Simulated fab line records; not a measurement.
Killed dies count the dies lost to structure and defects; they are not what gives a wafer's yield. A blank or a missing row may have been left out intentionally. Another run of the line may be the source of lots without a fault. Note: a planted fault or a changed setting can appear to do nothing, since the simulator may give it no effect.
fab line records | flow n5-finfet
record: lots: 7 | wafers: 21
route steps=1938 shown BEOL_M7@1266 BEOL_M9@1405 BEOL_M10@1495 BEOL_M11@1539
start-h: hours from the record's first day to the start of the lot's first wafer shown | wait-h: hours from the lot's prior step to this one | " the same as in the row above | L1.1+2: one row covering several wafers at once | - either no value or no given start | * or withheld: withheld | < > ~ a bound
route shown NAME@n: NAME is a module with steps in the file, n the number in the route of the first one | usual: average and standard deviation across the fault-free wafers | same: alike in all rows | chamber/n: place in a boat | sites: readings site by site | _std_site: the values' standard deviation | _edge_site: inner sites' mean taken away from outer sites' mean | radius-mm: for every site, how far away it sits from the centre of the wafer | mask NAME#n: copy n | behind: the last tool/chamber to shape the wafer | hold: why the lot was held/for how many hours/how that ended | device: which transistor (n, p or np) failed to switch | end of line: the same wafers' tests at the end of the route | step lacking rows: just its recipe | killed: the dies lost at the first sort to structure and to defects; this is not the yield of the wafer | map: per-die view of a wafer (x killed, . not killed, _ where there is no die)
set.NAME: the setting as run; set.NAME@STEP: as run at that earlier step | model.NAME: the simulator's own value behind a step, which no gauge read
one table per step and one row per wafer, for lots whose settings were changed on purpose
== steps ==
step: N5_BEOL_M7_PECVD_70
recipe: material: SiO2 | target-thk-a: 200 | temp-c: 400 | precursor: TEOS/O2 | pressure-torr: 5.5 | rf-w: 450 | teos-flow-sccm: 53.8 | gas: O2 | flow-sccm: 3000 | time-s: 22.7
lot.wafer | tool     | chamber | start-h | wait-h | set.temp-c | model.SiO2_of_BEOL_M7_PECVD_70.thk-nm
L076.1    | pecvd-02 | 1       | 209.08  | 0.0    | 400        | 19.4
L076.4    | "        | 1       | "       | "      | 393.2      | 21
L076.5    | "        | 2       | "       | "      | 400        | 20.4
L075.2    | pecvd-02 | 0       | 216.94  | 0.0    | 407.7      | 18.8
L075.3    | "        | 0       | "       | "      | 400        | 20.4
L075.4    | "        | 1       | "       | "      | 400        | 19.8
L078.1    | pecvd-03 | 1       | 224.55  | 0.0    | 400        | 19.6
L078.4+6  | "        | 1       | "       | "      | 400        | 19.8
L084.1    | pecvd-04 | 2       | 260.26  | 0.0    | 387.5      | 21.8
L084.2    | "        | 0       | "       | "      | 387.5      | 21.6
L084.5    | "        | 2       | "       | "      | 400        | 20.4
L090.1    | pecvd-04 | 0       | 307.89  | 0.0    | 383.8      | 22
L090.2    | "        | 2       | "       | "      | 400        | 20
L090.4    | "        | 0       | "       | "      | 383.8      | 22.2
L094.1    | pecvd-04 | 2       | 339.44  | 0.0    | 407.8      | 18.8
L094.3    | "        | 0       | "       | "      | 400        | 19.6
L094.5    | "        | 2       | "       | "      | 400        | 20.2
L095.1    | pecvd-02 | 0       | 341.88  | 0.0    | 405        | 19.6
L095.2    | "        | 1       | "       | "      | 405        | 19.4
L095.6    | "        | 2       | "       | "      | 400        | 20.6
step: N5_BEOL_M7_DESCUM_33
recipe: chemistry: O2 | time-s: 7 | source-power-w: 50 | bias-power-w: 20 | pressure-mtorr: 20 | rf-frequency-hz: 2.712e+07 | temp-c: 40 | resist: CAR-EUV | o2-flow-sccm: 225
lot.wafer | tool        | chamber | start-h | wait-h | set.time-s | model.CAR-EUV_of_BEOL_M7_COAT_22.thk-nm
L076.1+5  | rie-diel-04 | 1,3     | 212.36  | 0.2    | 7.835      | 25.6
L076.4    | "           | 0       | "       | "      | 7          | 26
L075.2+4  | rie-diel-04 | 0       | 222.20  | 0.0    | 7          | 26.2
L075.3    | "           | 3       | "       | "      | 7          | 26
L078.1    | rie-diel-02 | 3       | 244.42  | 0.4    | 7          | 26
L078.4+6  | "           | 0,2     | "       | "      | 7          | 26.2
L084.1+2  | rie-diel-04 | 2,0     | 263.97  | 1.2    | 7          | 26.2
L084.5    | "           | 0       | "       | "      | 7          | 26
L090.1+2  | rie-diel-06 | 1,2     | 313.53  | 0.6    | 7          | 26
L090.4    | "           | 3       | "       | "      | 8.545      | 25.2
L094.1+5  | rie-diel-04 | 1,2     | 345.41  | 0.1    | 7          | 26
L094.3    | "           | 3       | "       | "      | 5.764      | 26.6
L095.1    | rie-diel-06 | 2       | 348.12  | 0.0    | 6.334      | 26.4
L095.2    | "           | 0       | "       | "      | 7          | 26
L095.6    | "           | 3       | "       | "      | 7          | 26.2
step: N5_BEOL_M7_ETCH_72
recipe: chemistry: N2/H2 | target: underlayer | target-depth-a: 65 | mask-material: CAR-EUV | time-s: 5.2 | ion-energy-ev: 200 | pressure-mtorr: 30 | source-w: 840 | bias-w: 150 | n2-flow-sccm: 200 | h2-flow-sccm: 200 | ends: cleared
lot.wafer  | tool        | chamber | start-h | wait-h | set.time-s@BEOL_M7_DESCUM_33 | model.CAR-EUV_of_BEOL_M7_COAT_22.thk-nm
L076.1+5   | rie-diel-04 | 1,3     | 212.40  | 0.0    | 7.835                        | 20
L076.4     | "           | 0       | "       | "      | 7                            | 20.4
L075.2     | rie-diel-04 | 0       | 222.23  | 0.0    | 7                            | 20.6
L075.3+4   | "           | 3,0     | "       | "      | 7                            | 20.4
L078.1+4+6 | rie-diel-02 | 3,0,2   | 244.46  | 0.0    | 7                            | 20.4
L084.1+2+5 | rie-diel-04 | 2,0,0   | 264.00  | 0.0    | 7                            | 20.4
L090.1+2   | rie-diel-06 | 1,2     | 313.56  | 0.0    | 7                            | 20.2
L090.4     | "           | 3       | "       | "      | 8.545                        | 19.6
L094.1     | rie-diel-04 | 1       | 345.44  | 0.0    | 7                            | 20.2
L094.3     | "           | 3       | "       | "      | 5.764                        | 21
L094.5     | "           | 2       | "       | "      | 7                            | 20.4
L095.1     | rie-diel-06 | 2       | 348.15  | 0.0    | 6.334                        | 20.6
L095.2+6   | "           | 0,3     | "       | "      | 7                            | 20.4
step: N5_BEOL_M7_ETCH_65
recipe: chemistry: CF4 | target: SiARC | target-depth-a: 156 | mask-material: CAR-EUV | time-s: 26 | ion-energy-ev: 80 | pressure-mtorr: 40 | source-w: 545 | bias-w: 36 | Ar_flow_sccm: 100 | cf4-flow-sccm: 100 | ends: cleared
lot.wafer  | tool        | chamber | start-h | wait-h | set.time-s@BEOL_M7_DESCUM_33 | model.CAR-EUV_of_BEOL_M7_COAT_22.thk-nm
L076.1     | rie-diel-04 | 1       | 212.42  | 0.0    | 7.835                        | 10.8
L076.4     | "           | 0       | "       | "      | 7                            | 11.2
L076.5     | "           | 3       | "       | "      | 7.835                        | 10.6
L075.2     | rie-diel-04 | 0       | 222.25  | 0.0    | 7                            | 11.4
L075.3+4   | "           | 3,0     | "       | "      | 7                            | 11.2
L078.1     | rie-diel-02 | 3       | 244.47  | 0.0    | 7                            | 11
L078.4+6   | "           | 0,2     | "       | "      | 7                            | 11.2
L084.1+2+5 | rie-diel-04 | 2,0,0   | 264.02  | 0.0    | 7                            | 11.2
L090.1+2   | rie-diel-06 | 1,2     | 313.58  | 0.0    | 7                            | 11
L090.4     | "           | 3       | "       | "      | 8.545                        | 10.4
L094.1+5   | rie-diel-04 | 1,2     | 345.46  | 0.0    | 7                            | 11.2
L094.3     | "           | 3       | "       | "      | 5.764                        | 11.8
L095.1     | rie-diel-06 | 2       | 348.17  | 0.0    | 6.334                        | 11.4
L095.2     | "           | 0       | "       | "      | 7                            | 11
L095.6     | "           | 3       | "       | "      | 7                            | 11.2
step: N5_BEOL_M7_VIA_ETCH_34
recipe: chemistry: C4F6/O2 | target: SiCOH_lowk | target-depth-a: 1255 | mask-material: SOC | taper-deg: 4 | time-s: 50.5 | ion-energy-ev: 250 | pressure-mtorr: 30 | source-w: 345 | bias-w: 185 | Ar_flow_sccm: 300 | C4F6_flow_sccm: 10 | O2_flow_sccm: 10
usual: rf-vpp-V: 670/14
lot.wafer | tool        | chamber | start-h | wait-h | set.source-w | rf-vpp-V
L076.1    | rie-diel-04 | 1       | 212.55  | 0.0    | 345          | 650
L076.4    | "           | 0       | "       | "      | 345          | 678
L076.5    | "           | 3       | "       | "      | 380.9        | 633
L075.2    | rie-diel-04 | 0       | 222.38  | 0.0    | 345          | 678
L075.3    | "           | 3       | "       | "      | 345          | 664
L075.4    | "           | 0       | "       | "      | 345          | 679
L078.1    | rie-diel-02 | 3       | 244.60  | 0.0    | 345          | 643
L078.4    | "           | 0       | "       | "      | 345          | 668
L078.6    | "           | 2       | "       | "      | 345          | 675
L084.1    | rie-diel-04 | 2       | 264.15  | 0.0    | 345          | 689
L084.2    | "           | 0       | "       | "      | 312.1        | 726
L084.5    | "           | 0       | "       | "      | 312.1        | 726
L090.1    | rie-diel-06 | 1       | 313.71  | 0.0    | 295.8        | 732
L090.2    | "           | 2       | "       | "      | 345          | 669
L090.4    | "           | 3       | "       | "      | 345          | 676
L094.1    | rie-diel-04 | 1       | 345.59  | 0.0    | 292          | 707
L094.3    | "           | 3       | "       | "      | 345          | 666
L094.5    | "           | 2       | "       | "      | 292          | 751
L095.1    | rie-diel-06 | 2       | 348.30  | 0.0    | 360.7        | 653
L095.2    | "           | 0       | "       | "      | 360.7        | 648
L095.6    | "           | 3       | "       | "      | 345          | 672
step: N5_BEOL_M9_HM_DEP_02
recipe: material: TiN | target-thk-a: 200 | temp-c: 25 | chamber-pressure-pa: 0.49996
lot.wafer | tool           | chamber | start-h | wait-h | set.target-thk-a | model.TiN_of_BEOL_M9_HM_DEP_02.thk-nm
L076.1+5  | pvd-sputter-02 | -       | 227.01  | 0.8    | 200              | 20.2
L076.4    | "              | -       | "       | "      | 200              | 20
L075.2+3  | pvd-sputter-02 | -       | 239.86  | 1.9    | 200              | 20.2
L075.4    | "              | -       | "       | "      | 200              | 20.6
L078.1    | pvd-sputter-01 | -       | 259.97  | 0.7    | 200              | 20
L078.4    | "              | -       | "       | "      | 200              | 19.6
L078.6    | "              | -       | "       | "      | 200              | 19.8
L084.1+5  | pvd-sputter-03 | -       | 277.61  | 0.5    | 200              | 20
L084.2    | "              | -       | "       | "      | 200              | 20.2
L090.1+4  | pvd-sputter-01 | -       | 329.85  | 2.0    | 200              | 20
L090.2    | "              | -       | "       | "      | 200              | 20.2
L094.1+5  | pvd-sputter-03 | -       | 362.32  | 3.8    | 200              | 20
L094.3    | "              | -       | "       | "      | 173.4            | 17.4
L095.1    | pvd-sputter-01 | -       | 362.56  | 1.0    | 200              | 19.8
L095.2    | "              | -       | "       | "      | 200              | 20
L095.6    | "              | -       | "       | "      | 211.4            | 21.2
step: N5_BEOL_M9_COAT_05
recipe: resist: CAR-ArF | spin-rpm: 1500 | resist-thk-nm: 90
lot.wafer  | tool           | chamber | start-h | wait-h | set.spin-rpm | model.CAR-ArF_of_BEOL_M9_COAT_05.thk-nm
L076.1     | litho-track-01 | 0       | -       | -      | 1500         | 89.8
L076.4     | "              | 0       | "       | "      | 1500         | 90
L076.5     | "              | 0       | "       | "      | 1563         | 88
L075.2     | litho-track-05 | 0       | -       | -      | 1500         | 90.4
L075.3+4   | "              | 0       | "       | "      | 1590         | 87.8
L078.1     | litho-track-01 | 0       | -       | -      | 1500         | 89.4
L078.4+6   | "              | 0       | "       | "      | 1500         | 89.6
L084.1+2+5 | litho-track-04 | 0       | -       | -      | 1500         | 90
L090.1     | litho-track-04 | 0       | -       | -      | 1500         | 90
L090.2     | "              | 0       | "       | "      | 1612         | 87.2
L090.4     | "              | 0       | "       | "      | 1500         | 90.2
L094.1     | litho-track-04 | 0       | -       | -      | 1410         | 92.8
L094.3+5   | "              | 0       | "       | "      | 1410         | 92.6
L095.1     | litho-track-05 | 0       | -       | -      | 1500         | 89.6
L095.2     | "              | 0       | "       | "      | 1334         | 94.8
L095.6     | "              | 0       | "       | "      | 1500         | 89.4
step: N5_BEOL_M9_EBR_07
recipe: solvent: PGMEA | ebr-width-mm: 1.5
step: N5_BEOL_M9_SOFTBAKE_06
recipe: temp-c: 110 | time-s: 60 | resist: CAR-ArF
step: N5_BEOL_M9_EXPOSE_08
recipe: mask-id: M9 | na: 1.35 | source-shape: dipole | sigma-inner: 0.411 | sigma-outer: 0.611 | polarization: te | dose-mj: 53.75
step: N5_BEOL_M9_PEB_09
recipe: peb-temp-c: withheld | peb-time-s: 60 | resist: CAR-ArF
step: N5_BEOL_M9_DEVELOP_10
recipe: develop-time-s: 30 | developer: TMAH | resist: CAR-ArF | rinse-liquid: diw | dry: air-spin | dev-temp-c: 23
lot.wafer  | tool           | chamber | start-h | wait-h | set.spin-rpm@BEOL_M9_COAT_05 | model.CAR-ArF_of_BEOL_M9_COAT_05.thk-nm
L076.1+4   | litho-track-04 | 0       | -       | -      | 1500                         | 88.2
L076.5     | "              | 0       | "       | "      | 1563                         | 86.2
L075.2     | litho-track-05 | 0       | -       | -      | 1500                         | 88.6
L075.3     | "              | 0       | "       | "      | 1590                         | 86
L075.4     | "              | 0       | "       | "      | 1590                         | 86.2
L078.1+4+6 | litho-track-01 | 0       | -       | -      | 1500                         | 87.8
L084.1+2   | litho-track-04 | 0       | -       | -      | 1500                         | 88.2
L084.5     | "              | 0       | "       | "      | 1500                         | 88.4
L090.1     | litho-track-04 | 0       | -       | -      | 1500                         | 88.4
L090.2     | "              | 0       | "       | "      | 1612                         | 85.4
L090.4     | "              | 0       | "       | "      | 1500                         | 88.6
L094.1     | litho-track-05 | 0       | -       | -      | 1410                         | 91.2
L094.3+5   | "              | 0       | "       | "      | 1410                         | 90.8
L095.1+6   | litho-track-05 | 0       | -       | -      | 1500                         | 87.8
L095.2     | "              | 0       | "       | "      | 1334                         | 93.2
step: N5_BEOL_M9_STRIP_68
recipe: chemistry: N2/H2 | temp-c: 40 | n2-flow-sccm: 200 | h2-flow-sccm: 200 | rf-frequency-hz: 6e+07
step: N5_BEOL_M9_STRIP_67
recipe: chemistry: CF4 | resist: SiARC | power-w: 300 | bias-power-w: 75 | pressure-mtorr: 50 | cf4-flow-sccm: 150 | rf-frequency-hz: 6e+07
step: N5_BEOL_M9_HM_OPEN_17
recipe: chemistry: Cl2/BCl3 | target-depth-a: 200 | overetch-a: 60 | target: TiN | mask-material: SOC | ion-energy-ev: 150 | pressure-mtorr: 10 | icp-w: 1000 | bias-w: 126 | Cl2_flow_sccm: 53.25 | bcl3-flow-sccm: 21.75 | Ar_flow_sccm: 25
lot.wafer | tool         | chamber | start-h | wait-h | set.target-thk-a@BEOL_M9_HM_DEP_02 | model.etch.depth-nm
L076.1    | rie-metal-03 | 0       | 227.87  | 0.0    | 200                                | 20.15
L076.4    | "            | 1       | "       | "      | 200                                | 19.96
L076.5    | "            | 1       | "       | "      | 200                                | 20.13
L075.2    | rie-metal-02 | 0       | 240.76  | 0.0    | 200                                | 20.11
L075.3    | "            | 0       | "       | "      | 200                                | 20.18
L075.4    | "            | 1       | "       | "      | 200                                | 20.6
L078.1    | rie-metal-01 | 0       | 260.89  | 0.0    | 200                                | 19.92
L078.4    | "            | 0       | "       | "      | 200                                | 19.6
L078.6    | "            | 0       | "       | "      | 200                                | 19.71
L084.1    | rie-metal-02 | 1       | 278.34  | 0.0    | 200                                | 20.08
L084.2    | "            | 1       | "       | "      | 200                                | 20.22
L084.5    | "            | 1       | "       | "      | 200                                | 20
L090.1    | rie-metal-02 | 0       | 330.81  | 0.0    | 200                                | 19.91
L090.2    | "            | 1       | "       | "      | 200                                | 20.2
L090.4    | "            | 0       | "       | "      | 200                                | 20.03
L094.1    | rie-metal-02 | 0       | 363.17  | 0.0    | 200                                | 19.94
L094.3    | "            | 0       | "       | "      | 173.4                              | 17.42
L094.5    | "            | 1       | "       | "      | 200                                | 20.04
L095.1    | rie-metal-01 | 0       | 363.42  | 0.0    | 200                                | 19.75
L095.2    | "            | 1       | "       | "      | 200                                | 19.91
L095.6    | "            | 1       | "       | "      | 211.4                              | 21.26
step: N5_BEOL_M10_COAT_64
recipe: resist: SiARC | temp-c: 220 | time-s: 60 | spin-rpm: 1500 | resist-thk-nm: 30
lot.wafer | tool           | chamber | start-h | wait-h | set.spin-rpm | model.SiARC_of_BEOL_M10_COAT_64.thk-nm
L076.1+5  | litho-track-03 | 0       | -       | -      | 1500         | 30.2
L076.4    | "              | 0       | "       | "      | 1341         | 31.8
L075.2+3  | litho-track-02 | 0       | -       | -      | 1500         | 30
L075.4    | "              | 0       | "       | "      | 1500         | 30.2
L078.1    | litho-track-04 | 0       | -       | -      | 1500         | 30
L078.4+6  | "              | 0       | "       | "      | 1500         | 30.2
L084.1+2  | litho-track-02 | 0       | -       | -      | 1664         | 28.6
L084.5    | "              | 0       | "       | "      | 1500         | 30
L090.1+2  | litho-track-04 | 0       | -       | -      | 1624         | 28.8
L090.4    | "              | 0       | "       | "      | 1500         | 30
L095.1    | litho-track-02 | 0       | -       | -      | 1430         | 30.8
L095.2+6  | "              | 0       | "       | "      | 1500         | 30
L094.1+3  | litho-track-03 | 0       | -       | -      | 1500         | 30
L094.5    | "              | 0       | "       | "      | 1500         | 30.2
step: N5_BEOL_M10_DEVELOP_27
recipe: develop-time-s: 30 | developer: TMAH | resist: CAR-ArF | rinse-liquid: diw | dry: air-spin | dev-temp-c: 23
lot.wafer  | tool           | chamber | start-h | wait-h | set.develop-time-s
L076.1+4+5 | litho-track-03 | 0       | -       | -      | 32.38
L075.2+3   | litho-track-04 | 0       | -       | -      | 30
L075.4     | "              | 0       | "       | "      | 36.47
L078.1+4+6 | litho-track-02 | 0       | -       | -      | 30
L084.1+2   | litho-track-02 | 0       | -       | -      | 26.91
L084.5     | "              | 0       | "       | "      | 30
L090.1     | litho-track-04 | 0       | -       | -      | 30
L090.2+4   | "              | 0       | "       | "      | 31.87
L095.1     | litho-track-03 | 0       | -       | -      | 30
L095.2+6   | "              | 0       | "       | "      | 24.15
L094.1+3   | litho-track-03 | 0       | -       | -      | 30
L094.5     | "              | 0       | "       | "      | 23.66
step: N5_BEOL_M10_DESCUM_33
recipe: chemistry: O2 | time-s: 7.9 | source-power-w: 50 | bias-power-w: 20 | pressure-mtorr: 20 | rf-frequency-hz: 2.712e+07 | temp-c: 40 | resist: CAR-ArF | o2-flow-sccm: 225
step: N5_BEOL_M10_ETCH_65
recipe: chemistry: CF4 | target: SiARC | target-depth-a: 390 | mask-material: CAR-ArF | time-s: 65 | ion-energy-ev: 80 | pressure-mtorr: 40 | source-w: 545 | bias-w: 36 | Ar_flow_sccm: 100 | cf4-flow-sccm: 100 | ends: cleared
lot.wafer | tool        | chamber | start-h | wait-h | set.spin-rpm@BEOL_M10_COAT_64 | model.etch.depth-nm | model.CAR-ArF_of_BEOL_M10_COAT_22.thk-nm
L076.1    | rie-diel-05 | 2       | 241.40  | 0.0    | 1500                          | 30.21               | 55.8
L076.4    | "           | 1       | "       | "      | 1341                          | 31.78               | 54.4
L076.5    | "           | 3       | "       | "      | 1500                          | 30.29               | 55.8
L075.2    | rie-diel-05 | 3       | 253.53  | 0.0    | 1500                          | 30.06               | 55.4
L075.3    | "           | 2       | "       | "      | 1500                          | 30.05               | 55
L075.4    | "           | 1       | "       | "      | 1500                          | 30.12               | 55.4
L078.1    | rie-diel-05 | 2       | 270.61  | 0.0    | 1500                          | 30.04               | 55.6
L078.4    | "           | 1       | "       | "      | 1500                          | 30.1                | 55.6
L078.6    | "           | 0       | "       | "      | 1500                          | 30.12               | 55.6
L084.1    | rie-diel-05 | 1       | 288.34  | 0.0    | 1664                          | 28.61               | 56.6
L084.2    | "           | 3       | "       | "      | 1664                          | 28.58               | 57
L084.5    | "           | 3       | "       | "      | 1500                          | 30.08               | 55.4
L090.1    | rie-diel-03 | 2       | 346.18  | 0.0    | 1624                          | 28.76               | 56
L090.2    | "           | 3       | "       | "      | 1624                          | 28.82               | 56.2
L090.4    | "           | 0       | "       | "      | 1500                          | 30                  | 55
L095.1    | rie-diel-03 | 3       | 374.38  | 0.0    | 1430                          | 30.72               | 54
L095.2    | "           | 1       | "       | "      | 1500                          | 29.93               | 55.2
L095.6    | "           | 2       | "       | "      | 1500                          | 29.99               | 55.4
L094.1    | rie-diel-01 | 1       | 374.86  | 0.0    | 1500                          | 30.03               | 55.4
L094.3    | "           | 2       | "       | "      | 1500                          | 30                  | 55.2
L094.5    | "           | 1       | "       | "      | 1500                          | 30.14               | 55.6
step: N5_BEOL_M10_ETCH_66
recipe: chemistry: N2/H2 | target: SOC | target-depth-a: 1200 | overetch-a: 240 | mask-material: SiARC | temp-c: 40 | time-s: 180 | ion-energy-ev: 200 | pressure-mtorr: 30 | source-w: 840 | bias-w: 150 | n2-flow-sccm: 200 | h2-flow-sccm: 200
lot.wafer | tool        | chamber | start-h | wait-h | set.spin-rpm@BEOL_M10_COAT_64 | model.SiARC_of_BEOL_M10_COAT_64.thk-nm
L076.1    | rie-diel-05 | 2       | 241.45  | 0.0    | 1500                          | 22.4
L076.4    | "           | 1       | "       | "      | 1341                          | 24.6
L076.5    | "           | 3       | "       | "      | 1500                          | 23.4
L075.2    | rie-diel-05 | 3       | 253.58  | 0.0    | 1500                          | 23
L075.3    | "           | 2       | "       | "      | 1500                          | 22.2
L075.4    | "           | 1       | "       | "      | 1500                          | 22.8
L078.1    | rie-diel-05 | 2       | 270.66  | 0.0    | 1500                          | 22.2
L078.4    | "           | 1       | "       | "      | 1500                          | 22.8
L078.6    | "           | 0       | "       | "      | 1500                          | 23.2
L084.1    | rie-diel-05 | 1       | 288.39  | 0.0    | 1664                          | 21.2
L084.2    | "           | 3       | "       | "      | 1664                          | 21.6
L084.5    | "           | 3       | "       | "      | 1500                          | 23
L090.1+2  | rie-diel-03 | 2,3     | 346.23  | 0.0    | 1624                          | 21.4
L090.4    | "           | 0       | "       | "      | 1500                          | 22.6
L095.1    | rie-diel-03 | 3       | 374.43  | 0.0    | 1430                          | 23.2
L095.2    | "           | 1       | "       | "      | 1500                          | 22.8
L095.6    | "           | 2       | "       | "      | 1500                          | 22.6
L094.1+5  | rie-diel-01 | 1       | 374.91  | 0.0    | 1500                          | 22.8
L094.3    | "           | 2       | "       | "      | 1500                          | 22.6
step: N5_BEOL_M11_PECVD_70
recipe: material: SiO2 | target-thk-a: 200 | temp-c: 400 | precursor: TEOS/O2 | pressure-torr: 5.5 | rf-w: 450 | teos-flow-sccm: 53.8 | gas: O2 | flow-sccm: 3000 | time-s: 22.7
lot.wafer | tool     | chamber | start-h | wait-h | set.temp-c | model.SiO2_of_BEOL_M11_PECVD_70.thk-nm
L076.1    | pecvd-04 | 0       | 246.58  | 0.0    | 400        | 19.8
L076.4    | "        | 0       | "       | "      | 388.1      | 21.4
L076.5    | "        | 2       | "       | "      | 400        | 20
L075.2    | pecvd-03 | 1       | 256.95  | 0.0    | 391.6      | 20.8
L075.3    | "        | 2       | "       | "      | 400        | 20.2
L075.4    | "        | 2       | "       | "      | 391.6      | 21.4
L078.1    | pecvd-03 | 1       | 274.25  | 0.0    | 400        | 19.4
L078.4    | "        | 2       | "       | "      | 400        | 20.6
L078.6    | "        | 2       | "       | "      | 400        | 20.2
L084.1    | pecvd-02 | 1       | 291.78  | 0.0    | 400        | 19.6
L084.2+5  | "        | 2       | "       | "      | 400        | 19.8
L090.1    | pecvd-02 | 0       | 350.22  | 0.0    | 400        | 20
L090.2    | "        | 1       | "       | "      | 382.7      | 22
L090.4    | "        | 0       | "       | "      | 382.7      | 22.6
L095.1    | pecvd-03 | 1       | 377.82  | 0.0    | 400        | 19.4
L095.2    | "        | 2       | "       | "      | 400        | 20.2
L095.6    | "        | 1       | "       | "      | 400        | 20
L094.1    | pecvd-02 | 0       | 379.08  | 0.0    | 415.7      | 17.8
L094.3    | "        | 2       | "       | "      | 400        | 19.8
L094.5    | "        | 2       | "       | "      | 415.7      | 18
== key ==
split: step: N5_BEOL_M7_PECVD_70 | setting: temp-c | stated: 400 | by: wafer
response: step: N5_BEOL_M7_PECVD_70 | reading: model.SiO2_of_BEOL_M7_PECVD_70.thk-nm | change: -0.537 | per: 1% | r: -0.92
split: step: N5_BEOL_M7_DESCUM_33 | setting: time-s | stated: 7 | by: wafer
response: step: N5_BEOL_M7_DESCUM_33 | reading: model.CAR-EUV_of_BEOL_M7_COAT_22.thk-nm | change: -0.0348 | per: 1% | r: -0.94
response: step: N5_BEOL_M7_ETCH_72 | reading: model.CAR-EUV_of_BEOL_M7_COAT_22.thk-nm | change: -0.0313 | per: 1% | r: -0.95
response: step: N5_BEOL_M7_ETCH_65 | reading: model.CAR-EUV_of_BEOL_M7_COAT_22.thk-nm | change: -0.0317 | per: 1% | r: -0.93
split: step: N5_BEOL_M7_VIA_ETCH_34 | setting: source-w | stated: 345 | by: wafer
response: step: N5_BEOL_M7_VIA_ETCH_34 | reading: rf-vpp-V | change: -3.94 | per: 1% | r: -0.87
split: step: N5_BEOL_M9_HM_DEP_02 | setting: target-thk-a | stated: 200 | by: wafer
response: step: N5_BEOL_M9_HM_DEP_02 | reading: model.TiN_of_BEOL_M9_HM_DEP_02.thk-nm | change: +0.201 | per: 1% | r: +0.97
response: step: N5_BEOL_M9_HM_OPEN_17 | reading: model.etch.depth-nm | change: +0.203 | per: 1% | r: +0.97
split: step: N5_BEOL_M9_COAT_05 | setting: spin-rpm | stated: 1500 | by: wafer
response: step: N5_BEOL_M9_COAT_05 | reading: model.CAR-ArF_of_BEOL_M9_COAT_05.thk-nm | change: -0.448 | per: 1% | r: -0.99
response: step: N5_BEOL_M9_DEVELOP_10 | reading: model.CAR-ArF_of_BEOL_M9_COAT_05.thk-nm | change: -0.458 | per: 1% | r: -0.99
split: step: N5_BEOL_M10_COAT_64 | setting: spin-rpm | stated: 1500 | by: wafer
response: step: N5_BEOL_M10_COAT_64 | reading: model.SiARC_of_BEOL_M10_COAT_64.thk-nm | change: -0.143 | per: 1% | r: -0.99
response: step: N5_BEOL_M10_ETCH_65 | reading: model.etch.depth-nm | change: -0.143 | per: 1% | r: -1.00
response: step: N5_BEOL_M10_ETCH_65 | reading: model.CAR-ArF_of_BEOL_M10_COAT_22.thk-nm | change: +0.141 | per: 1% | r: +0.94
response: step: N5_BEOL_M10_ETCH_66 | reading: model.SiARC_of_BEOL_M10_COAT_64.thk-nm | change: -0.148 | per: 1% | r: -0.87
split: step: N5_BEOL_M10_DEVELOP_27 | setting: develop-time-s | stated: 30 | by: wafer
response none clear
split: step: N5_BEOL_M11_PECVD_70 | setting: temp-c | stated: 400 | by: wafer
response: step: N5_BEOL_M11_PECVD_70 | reading: model.SiO2_of_BEOL_M11_PECVD_70.thk-nm | change: -0.502 | per: 1% | r: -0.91
